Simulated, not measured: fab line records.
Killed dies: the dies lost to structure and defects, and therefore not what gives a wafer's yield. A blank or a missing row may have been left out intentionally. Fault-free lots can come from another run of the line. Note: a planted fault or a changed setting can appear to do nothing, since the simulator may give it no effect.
Chamber matching | flow n5-finfet | thermal-cvd-si-02 running N5_HKMG_FIN_CVD_62: 3 sister chambers
The step deposits a-Si from Si2H6, target thk 3 nm, time 20.8 s. 3 wafers are shown with their chamber, then 12 later ones without.

== WAFERS, EACH WITH ITS CHAMBER ==
wafer  | chamber | heater-power-w (W)
L088.1 | 2       | 1400
L088.3 | 0       | 1560
L088.5 | 1       | 1622

== WAFERS WHOSE CHAMBER IS MISSING ==
wafer  | heater-power-w (W)
L090.2 | 1566
L090.3 | 1595
L090.4 | 1607
L092.2 | 1400
L092.4 | 1557
L092.6 | 1600
L094.2 | 1585
L094.3 | 1598
L094.4 | 1560
L096.1 | 1581
L096.3 | 1454
L096.5 | 1613

== EACH ONE'S CHAMBER ==
wafer  | from the rows above     | in truth
L090.2 | 0                       | 0
L090.3 | can't be placed: 1 or 0 | 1
L090.4 | can't be placed: 1 or 0 | 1
L092.2 | 2                       | 2
L092.4 | 0                       | 0
L092.6 | can't be placed: 1 or 0 | 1
L094.2 | can't be placed: 0 or 1 | 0
L094.3 | can't be placed: 1 or 0 | 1
L094.4 | 0                       | 0
L096.1 | can't be placed: 0 or 1 | 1
L096.3 | 2                       | 2
L096.5 | can't be placed: 1 or 0 | 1
Placed correctly: 5 of 12. Not placeable from these rows: 7 (in 7, the candidates include the true chamber). Placed wrongly: 0.
How it was worked out, from the rows above alone: a wafer's distance from a chamber is the root of the sum, over the readings, of the square of ((its reading less the chamber's mean) divided by the reading's scatter). The wafer belongs to the nearest chamber; if the next one is less than 2 further off, it can't be placed. For every chamber, the mean is computed from those of its wafers that are shown. The scatter: root of mean squared gap, hidden wafer to nearest shown wafer, with one shown wafer a chamber.
